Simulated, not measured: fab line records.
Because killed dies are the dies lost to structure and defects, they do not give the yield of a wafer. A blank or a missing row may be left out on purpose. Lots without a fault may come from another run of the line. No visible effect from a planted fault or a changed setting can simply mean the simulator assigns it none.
Comparing a struck lot with a sound one || flow n5_finfet || 37 out of 1938 route steps
Sound: these wafers, L112.1, L112.3, L112.4. Wafers struck: L123.1, L123.2, L123.5. The cause comes at the end.
At each step with rows: each side's tool, then ch and its chambers, then its first start. Under that, the readings that differ: sound wafers || struck wafers || difference of the means || sigmas: that difference in standard deviations of wafers without a fault.
alike: a reading whose means differ by less than 2 such deviations, as well as words and numbers matching on both sides. not compared: withheld readings; readings where some wafer has no value; bounds like >300 that might hide an equal value; numbers whose values overlap and for which the record gives no deviation.
The two part at a step that has a row with sigmas, a row that says differs or no value, or rows on one side only. Numbers that have no deviation but don't overlap get no sigmas and don't part them. A reading missing from all wafers of one side parts the sides only when that side holds two or more wafers.

first, 9 steps without rows for these wafers: N5_SDB_EXPOSE_08 (exposes mask SDB); N5_SDB_PEB_09 (peb time 60 s); N5_SDB_DEVELOP_10 (develop time 30 s); N5_SDB_DESCUM_16 (chemistry O2, time 7.9 s); N5_SDB_ETCH_17 (etches SiARC in CF4, target depth 23.4 nm, time 39 s); N5_SDB_ETCH_18 (etches SOC in N2/H2, target depth 100 nm, overetch 20 nm, time 150 s); N5_SDB_STRIP_19 (strips in N2/H2); N5_SDB_STRIP_21 (strips in CF4); N5_SDB_HM_OPEN_20 (chemistry CH3F/O2, target SiNx, stops on poly-Si, target depth 24 nm).
N5_SDB_STRIP_22: strips in N2/H2.
  sound on plasma_asher-01 ch 0,1, day 4 02:26; struck on plasma_asher-02 ch 0,1, day 6 23:50
  alike: drypump_motor_current_A, heater_power_w, oes_product_au, strip_time_to_endpoint_s
  not compared: rf_hours_counter_h
then, 26 steps without rows for these wafers: N5_SDB_PRECLEAN_23 (cleans in dHF, time 30 s); N5_SDB_DUMMY_REMOVE_24 (chemistry TMAH, target poly-Si, stops on SiO2, target depth 142 nm, time 57 s, rinse time 30 s); N5_SDB_ETCH_25 (etches SiO2 in C4F6/O2, target depth 10 nm, time 3.3 s); N5_SDB_CUT_ETCH_26 (etches Si in HBr/Cl2/O2, target depth 129.6 nm, bt time 20 s, time 51.8 s); N5_SDB_PRECLEAN_38 (cleans in dHF, time 10 s); N5_SDB_PRECLEAN_39 (cleans in O3/DIW, time 45 s); N5_SDB_SRD_28 (time 30 s); N5_SDB_ALD_29 (deposits SiNx, target thk 30 nm, pulse time 1 s, ald cycles 600); N5_SDB_CMP_30 (polishes, stops on poly-Si, t overpolish 1.54 s, target thk 30 nm); N5_DUMMY_REMOVAL_HM_STRIP_01 (strips SiNx in CH3F/O2, stops on poly-Si, target depth 4 nm, time 6.8 s); N5_DUMMY_REMOVAL_STRIP_10 (strips in N2/H2, time 40 s); N5_DUMMY_REMOVAL_PRECLEAN_07 (cleans in dHF, time 30 s); N5_DUMMY_REMOVAL_DUMMY_REMOVE_02 (chemistry TMAH, target poly-Si, stops on SiO2, target depth 142 nm, time 57 s, rinse time 30 s); N5_DUMMY_REMOVAL_PRECLEAN_08 (cleans in NF3:NH3, afs cycles 2, time 20 s, sublimation time 60 s); N5_DUMMY_REMOVAL_PRECLEAN_04 (cleans in DHF, time 37 s); N5_DUMMY_REMOVAL_SRD_05 (time 30 s); N5_HKMG_FIN_IL_REGROW_00 (material SiO2, chemistry O3, target thk 0.75 nm, time 30 s); N5_HKMG_FIN_HK_ALD_01 (deposits HfO2, target thk 1.6 nm, pulse time 3 s, purge time 3 s); N5_HKMG_FIN_HK_ANNEAL_02 (time 30 s); N5_HKMG_FIN_ALD_74 (deposits La2O3, target thk 0.5 nm, pulse time 6 s, co reactant pulse time 1 s); N5_HKMG_FIN_ALD_75 (deposits Al2O3, target thk 1 nm, co reactant pulse time 1 s); N5_HKMG_FIN_COAT_41 (time 60 s, resist thk 300 nm); N5_HKMG_FIN_COAT_42 (time 60 s, resist thk 35 nm); N5_HKMG_FIN_COAT_43 (resist thk 90 nm); N5_HKMG_FIN_EBR_45; N5_HKMG_FIN_SOFTBAKE_44 (time 60 s).
-- here the record skips 9 days between the struck wafers' starts before and after, leaving off in module HKMG_FIN and picking up in module PASSIVATION (first step shown: number 1936 of the route) --
N5_PASSIVATION_PROBE_49:
  sound on prober-02 at day 13 06:01; struck on prober-02 at day 15 19:05
{"reading": "defect_limited_yield (%)", "sound": "88.6 90.6 91.7", "struck": "79.4 79.6 80.7", "difference": -10.4, "sigmas": -7}
{"reading": "killed_at_front_end", "sound": "62 46 38", "struck": "200 178 179", "difference": "+137", "sigmas": "+12"}
{"reading": "killed_dies", "sound": "134 111 98", "struck": "243 241 228", "difference": "+123", "sigmas": "+7"}
{"reading": "sort_bin_5_function (%)", "sound": "6.9 6.0 4.9", "struck": "11.9 11.9 13.0", "difference": "+6.3", "sigmas": "+6"}
{"reading": "sort_bin_8_speed (%)", "sound": "0 0 0.51", "struck": "0 0 0", "difference": "+0", "sigmas": -3}
{"reading": "sort_n_pass", "sound": "1046 1069 1076", "struck": "937 939 952", "difference": -121, "sigmas": -7}
{"reading": "sort_yield_pct (%)", "sound": "88.6 90.6 91.2", "struck": "79.4 79.6 80.7", "difference": -10.2, "sigmas": -7}
  alike: killed_at_M0_to_M3, killed_at_M4_up, killed_at_contacts, killed_at_other, killed_open, killed_short, sort_bin_6_memory

## WHERE THEY PART
Only at N5_PASSIVATION_PROBE_49, as far as this record shows.

WHY: what the simulator had put in
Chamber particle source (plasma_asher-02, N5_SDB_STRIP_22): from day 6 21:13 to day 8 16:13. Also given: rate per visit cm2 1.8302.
